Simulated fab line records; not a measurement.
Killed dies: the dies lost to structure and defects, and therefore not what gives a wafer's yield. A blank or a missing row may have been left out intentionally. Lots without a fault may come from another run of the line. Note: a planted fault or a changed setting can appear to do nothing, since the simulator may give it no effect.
Which of the tools did it? :: flow nandHarc :: 33 wafers from 11 lots sampled at 4 of the route's 1302 steps

## WHAT EACH GAUGE READ, for each wafer
NHARC_P_GATE_CD_MEAS_46 targets a cd of 720 nm. Usual: cdNm 719.8 nm, standard deviation 1.2.
lot: L832
measured: day 5 18:54
on: cdSem-03
cdNm (nm): 720.5 719.4 719.5
flag: 

lot: L834
measured: day 6 06:46
on: cdSem-03
cdNm (nm): 719.1 719.2 719.9
flag: 

lot: L835
measured: day 6 19:43
on: cdSem-01
cdNm (nm): 720.9 717.9 722.2
flag: 

lot: L838
measured: day 8 05:53
on: cdSem-02
cdNm (nm): 718.1 719.2 719.0
flag: 

lot: L839
measured: day 8 15:08
on: cdSem-03
cdNm (nm): 719.8 718.8 719.4
flag: 

lot: L840
measured: day 8 21:10
on: cdSem-03
cdNm (nm): 717.2 719.9 720.9
flag: 

lot: L847
measured: day 11 23:51
on: cdSem-02
cdNm (nm): 719.0 716.6 717.7
flag: 

lot: L848
measured: day 12 09:44
on: cdSem-03
cdNm (nm): 719.2 718.9 719.9
flag: 

lot: L853
measured: day 14 10:08
on: cdSem-02
cdNm (nm): 719.5 719.2 720.3
flag: 

lot: L854
measured: day 14 17:02
on: cdSem-01
cdNm (nm): 719.0 718.5 719.9
flag: 

lot: L855
measured: day 15 05:43
on: cdSem-02
cdNm (nm): 722.1 718.9 720.6
flag: 

## EACH LOT AND THE TOOL THAT RAN IT (in order: tool; ch and the chambers of the sampled wafers; start)
lot: L832
NHARC_P_STI_ETCH_15: rieSi-03 ch 0,1,2, day 3 05:31
NHARC_P_GATE_ETCH_104: rieDiel-11 ch 0,1, day 5 07:07
NHARC_P_GATE_ETCH_32: rieSi-01 ch 0,1, day 5 07:29

lot: L834
NHARC_P_STI_ETCH_15: rieSi-05 ch 0,2,3, day 3 16:47
NHARC_P_GATE_ETCH_104: rieDiel-11 ch 0,1,3, day 5 19:07
NHARC_P_GATE_ETCH_32: rieSi-04 ch 0,1,3, day 5 19:29

lot: L835
NHARC_P_STI_ETCH_15: rieSi-05 ch 1,2,3, day 4 01:58
NHARC_P_GATE_ETCH_104: rieDiel-02 ch 0,2,3, day 6 08:07
NHARC_P_GATE_ETCH_32: rieSi-04 ch 1,2,3, day 6 08:30

lot: L838
NHARC_P_STI_ETCH_15: rieSi-06 ch 0,1,3, day 5 11:10
NHARC_P_GATE_ETCH_104: rieDiel-06 ch 0,1,3, day 7 18:11
NHARC_P_GATE_ETCH_32: rieSi-02 ch 2,3, day 7 18:34

lot: L839
NHARC_P_STI_ETCH_15: rieSi-05 ch 2,3, day 5 16:54
NHARC_P_GATE_ETCH_104: rieDiel-02 ch 1,2, day 8 03:01
NHARC_P_GATE_ETCH_32: rieSi-01 ch 1,2,3, day 8 03:49

lot: L840
NHARC_P_STI_ETCH_15: rieSi-06 ch 2,3, day 6 05:24
NHARC_P_GATE_ETCH_104: rieDiel-11 ch 2,3, day 8 09:37
NHARC_P_GATE_ETCH_32: rieSi-01 ch 1,3, day 8 10:00

lot: L847
NHARC_P_STI_ETCH_15: rieSi-05 ch 0,2,3, day 9 06:24
NHARC_P_GATE_ETCH_104: rieDiel-06 ch 1,3, day 11 12:15
NHARC_P_GATE_ETCH_32: rieSi-04 ch 0,1,2, day 11 12:40

lot: L848
NHARC_P_STI_ETCH_15: rieSi-06 ch 0,2,3, day 9 14:55
NHARC_P_GATE_ETCH_104: rieDiel-06 ch 1,2,3, day 11 21:57
NHARC_P_GATE_ETCH_32: rieSi-01 ch 1,2,3, day 11 22:19

lot: L853
NHARC_P_STI_ETCH_15: rieSi-03 ch 0,1,3, day 11 16:46
NHARC_P_GATE_ETCH_104: rieDiel-02 ch 1,2,3, day 13 22:33
NHARC_P_GATE_ETCH_32: rieSi-04 ch 1,2,3, day 13 22:56

lot: L854
NHARC_P_STI_ETCH_15: rieSi-05 ch 0,1, day 12 00:55
NHARC_P_GATE_ETCH_104: rieDiel-11 ch 0,2,3, day 14 03:23
NHARC_P_GATE_ETCH_32: rieSi-04 ch 0,1, day 14 03:46

lot: L855
NHARC_P_STI_ETCH_15: rieSi-06 ch 0,1,3, day 12 14:33
NHARC_P_GATE_ETCH_104: rieDiel-06 ch 0,2,3, day 14 17:58
NHARC_P_GATE_ETCH_32: rieSi-01 ch 0,2,3, day 14 18:25
- NHARC_P_STI_ETCH_15: etches the open film in HBr/Cl2, target depth 300 nm, time 100.1 s.
- NHARC_P_GATE_ETCH_104: etches the open film in CF4/CHF3, target depth 60 nm.
- NHARC_P_GATE_ETCH_32: etches the open film in HBr/Cl2, target depth 150 nm, time 100.1 s.

## WHAT THE TOOLS THEMSELVES READ (means of the sampled wafers that have a number; where no wafer has one, the mark that the record gives instead)
NHARC_P_STI_ETCH_15. Usual: drypumpMotorCurrentA 5.70 A, standard deviation 0.21; mfcCl2Sccm 50.00 sccm, standard deviation 0.14; oesProductAu 1.000 a.u., standard deviation 0.0069; rfFwdPowerW 398.0 W, standard deviation 1.3; throttleValvePct 26.407 %, standard deviation 0.0088.
lot: L832
tool: rieSi-03
drypumpMotorCurrentA (A): 5.68
mfcCl2Sccm (sccm): 50.13
oesProductAu (a.u.): 1.000
rfFwdPowerW (W): 398.1
throttleValvePct (%): 26.406
flag: 

lot: L834
tool: rieSi-05
drypumpMotorCurrentA (A): 5.69
mfcCl2Sccm (sccm): 50.00
oesProductAu (a.u.): 0.996
rfFwdPowerW (W): 397.9
throttleValvePct (%): 26.412
flag: 

lot: L835
tool: rieSi-05
drypumpMotorCurrentA (A): 5.70
mfcCl2Sccm (sccm): 49.92
oesProductAu (a.u.): 0.990
rfFwdPowerW (W): 398.0
throttleValvePct (%): 26.411
flag: 

lot: L838
tool: rieSi-06
drypumpMotorCurrentA (A): 5.60
mfcCl2Sccm (sccm): 50.07
oesProductAu (a.u.): 1.007
rfFwdPowerW (W): 398.5
throttleValvePct (%): 26.403
flag: 

lot: L839
tool: rieSi-05
drypumpMotorCurrentA (A): 5.58
mfcCl2Sccm (sccm): 49.92
oesProductAu (a.u.): 1.003
rfFwdPowerW (W): 398.6
throttleValvePct (%): 26.397
flag: 

lot: L840
tool: rieSi-06
drypumpMotorCurrentA (A): 5.55
mfcCl2Sccm (sccm): 50.01
oesProductAu (a.u.): 1.007
rfFwdPowerW (W): 397.9
throttleValvePct (%): 26.412
flag: 

lot: L847
tool: rieSi-05
drypumpMotorCurrentA (A): 5.71
mfcCl2Sccm (sccm): 49.99
oesProductAu (a.u.): 0.998
rfFwdPowerW (W): 399.1
throttleValvePct (%): 26.411
flag: 

lot: L848
tool: rieSi-06
drypumpMotorCurrentA (A): 5.53
mfcCl2Sccm (sccm): 50.04
oesProductAu (a.u.): 0.998
rfFwdPowerW (W): 398.7
throttleValvePct (%): 26.407
flag: 

lot: L853
tool: rieSi-03
drypumpMotorCurrentA (A): 5.70
mfcCl2Sccm (sccm): 50.03
oesProductAu (a.u.): 0.998
rfFwdPowerW (W): 397.6
throttleValvePct (%): 26.402
flag: 

lot: L854
tool: rieSi-05
drypumpMotorCurrentA (A): 5.88
mfcCl2Sccm (sccm): 50.12
oesProductAu (a.u.): 0.993
rfFwdPowerW (W): 396.7
throttleValvePct (%): 26.410
flag: 

lot: L855
tool: rieSi-06
drypumpMotorCurrentA (A): 5.59
mfcCl2Sccm (sccm): 49.93
oesProductAu (a.u.): 0.999
rfFwdPowerW (W): 398.9
throttleValvePct (%): 26.406
flag: 

NHARC_P_GATE_ETCH_104. Usual: drypumpMotorCurrentA 5.8 A, standard deviation 0.46; mfcArSccm 0.010 sccm, standard deviation 0.013; oesProductAu 0.948 a.u., standard deviation 0.024; rfFwdPowerW 491.7 W, standard deviation 2.7; rfVppV 369.9 V, standard deviation 1.7; showerheadPlenumPTorr 1.55 Torr, standard deviation 0.045; throttleValvePct 16.802 %, standard deviation 0.0094.
lot: L832
tool: rieDiel-11
drypumpMotorCurrentA (A): 6.2
mfcArSccm (sccm): 0.004
oesProductAu (a.u.): 0.968
rfFwdPowerW (W): 491.9
rfVppV (V): 370.9
showerheadPlenumPTorr (Torr): 1.61
throttleValvePct (%): 16.794
flag: 

lot: L834
tool: rieDiel-11
drypumpMotorCurrentA (A): 5.6
mfcArSccm (sccm): 0.002
oesProductAu (a.u.): 0.925
rfFwdPowerW (W): 489.8
rfVppV (V): 371.2
showerheadPlenumPTorr (Torr): 1.59
throttleValvePct (%): 16.801
flag: 

lot: L835
tool: rieDiel-02
drypumpMotorCurrentA (A): 5.9
mfcArSccm (sccm): 0.012
oesProductAu (a.u.): 0.951
rfFwdPowerW (W): 493.2
rfVppV (V): 370.3
showerheadPlenumPTorr (Torr): 1.53
throttleValvePct (%): 16.801
flag: 

lot: L838
tool: rieDiel-06
drypumpMotorCurrentA (A): 5.6
mfcArSccm (sccm): 0.017
oesProductAu (a.u.): 0.974
rfFwdPowerW (W): 491.6
rfVppV (V): 371.3
showerheadPlenumPTorr (Torr): 1.57
throttleValvePct (%): 16.800
flag: 

lot: L839
tool: rieDiel-02
drypumpMotorCurrentA (A): 5.7
mfcArSccm (sccm): 0.029
oesProductAu (a.u.): 0.919
rfFwdPowerW (W): 491.6
rfVppV (V): 367.9
showerheadPlenumPTorr (Torr): 1.49
throttleValvePct (%): 16.794
flag: 

lot: L840
tool: rieDiel-11
drypumpMotorCurrentA (A): 5.6
mfcArSccm (sccm): 0.000
oesProductAu (a.u.): 0.963
rfFwdPowerW (W): 492.6
rfVppV (V): 370.4
showerheadPlenumPTorr (Torr): 1.57
throttleValvePct (%): 16.807
flag: 

lot: L847
tool: rieDiel-06
drypumpMotorCurrentA (A): 5.8
mfcArSccm (sccm): 0.009
oesProductAu (a.u.): 0.704
rfFwdPowerW (W): 292.4
rfVppV (V): 369.3
showerheadPlenumPTorr (Torr): 1.55
throttleValvePct (%): 16.799
flag: OFF

lot: L848
tool: rieDiel-06
drypumpMotorCurrentA (A): 5.9
mfcArSccm (sccm): 0.009
oesProductAu (a.u.): 0.707
rfFwdPowerW (W): 292.9
rfVppV (V): 370.6
showerheadPlenumPTorr (Torr): 1.55
throttleValvePct (%): 16.807
flag: OFF

lot: L853
tool: rieDiel-02
drypumpMotorCurrentA (A): 5.7
mfcArSccm (sccm): 0.021
oesProductAu (a.u.): 0.964
rfFwdPowerW (W): 490.0
rfVppV (V): 368.6
showerheadPlenumPTorr (Torr): 1.51
throttleValvePct (%): 16.795
flag: 

lot: L854
tool: rieDiel-11
drypumpMotorCurrentA (A): 5.7
mfcArSccm (sccm): 0.002
oesProductAu (a.u.): 0.917
rfFwdPowerW (W): 492.1
rfVppV (V): 371.8
showerheadPlenumPTorr (Torr): 1.59
throttleValvePct (%): 16.797
flag: 

lot: L855
tool: rieDiel-06
drypumpMotorCurrentA (A): 5.8
mfcArSccm (sccm): 0.017
oesProductAu (a.u.): 0.957
rfFwdPowerW (W): 493.3
rfVppV (V): 369.8
showerheadPlenumPTorr (Torr): 1.56
throttleValvePct (%): 16.792
flag: 

NHARC_P_GATE_ETCH_32. Usual: drypumpMotorCurrentA 5.7 A, standard deviation 0.36; mfcCl2Sccm 50.02 sccm, standard deviation 0.15; oesProductAu 0.999 a.u., standard deviation 0.0066; rfFwdPowerW 396.4 W, standard deviation 1.5; throttleValvePct 26.406 %, standard deviation 0.0089.
lot: L832
tool: rieSi-01
drypumpMotorCurrentA (A): 6.2
mfcCl2Sccm (sccm): 49.94
oesProductAu (a.u.): 1.001
rfFwdPowerW (W): 393.3
throttleValvePct (%): 26.412
flag: 

lot: L834
tool: rieSi-04
drypumpMotorCurrentA (A): 5.8
mfcCl2Sccm (sccm): 50.07
oesProductAu (a.u.): 1.002
rfFwdPowerW (W): 396.4
throttleValvePct (%): 26.395
flag: 

lot: L835
tool: rieSi-04
drypumpMotorCurrentA (A): 5.8
mfcCl2Sccm (sccm): 50.10
oesProductAu (a.u.): 0.990
rfFwdPowerW (W): 397.5
throttleValvePct (%): 26.407
flag: 

lot: L838
tool: rieSi-02
drypumpMotorCurrentA (A): 5.1
mfcCl2Sccm (sccm): 50.03
oesProductAu (a.u.): 1.001
rfFwdPowerW (W): 395.4
throttleValvePct (%): 26.408
flag: 

lot: L839
tool: rieSi-01
drypumpMotorCurrentA (A): 5.7
mfcCl2Sccm (sccm): 50.13
oesProductAu (a.u.): 0.997
rfFwdPowerW (W): 398.1
throttleValvePct (%): 26.408
flag: 

lot: L840
tool: rieSi-01
drypumpMotorCurrentA (A): 5.7
mfcCl2Sccm (sccm): 50.01
oesProductAu (a.u.): 1.002
rfFwdPowerW (W): 397.3
throttleValvePct (%): 26.404
flag: 

lot: L847
tool: rieSi-04
drypumpMotorCurrentA (A): 5.8
mfcCl2Sccm (sccm): 49.92
oesProductAu (a.u.): 1.002
rfFwdPowerW (W): 395.8
throttleValvePct (%): 26.401
flag: 

lot: L848
tool: rieSi-01
drypumpMotorCurrentA (A): 5.7
mfcCl2Sccm (sccm): 49.86
oesProductAu (a.u.): 0.998
rfFwdPowerW (W): 396.8
throttleValvePct (%): 26.410
flag: 

lot: L853
tool: rieSi-04
drypumpMotorCurrentA (A): 5.8
mfcCl2Sccm (sccm): 49.99
oesProductAu (a.u.): 0.993
rfFwdPowerW (W): 395.9
throttleValvePct (%): 26.409
flag: 

lot: L854
tool: rieSi-04
drypumpMotorCurrentA (A): 5.8
mfcCl2Sccm (sccm): 50.04
oesProductAu (a.u.): 0.998
rfFwdPowerW (W): 395.0
throttleValvePct (%): 26.412
flag: 

lot: L855
tool: rieSi-01
drypumpMotorCurrentA (A): 5.9
mfcCl2Sccm (sccm): 49.92
oesProductAu (a.u.): 0.997
rfFwdPowerW (W): 396.7
throttleValvePct (%): 26.408
flag: 

## THE ANSWER, worked out from the rows above alone
Rule: lot off if the mean of its wafers having a number is beyond 3 standard deviations from the usual mean. A lot without any number at a reading at which 4 lots or more have one is off too. All remaining lots with rows at the step are treated as sound. The gauges are gone through in route order, then the tools' own readings, and for those a lot's mean is taken as printed above. At the first step where some lot is off, the reading lying furthest off is the one used; lots without a number count as furthest.
Off, at NHARC_P_GATE_ETCH_104 on rfFwdPowerW: L847, L848.
A tool fits if, at that step or a process step before it, it ran every lot that is off, and no sound lot after the first of them. Of those tried, none fits.

## WHAT THE SIMULATOR PUT IN
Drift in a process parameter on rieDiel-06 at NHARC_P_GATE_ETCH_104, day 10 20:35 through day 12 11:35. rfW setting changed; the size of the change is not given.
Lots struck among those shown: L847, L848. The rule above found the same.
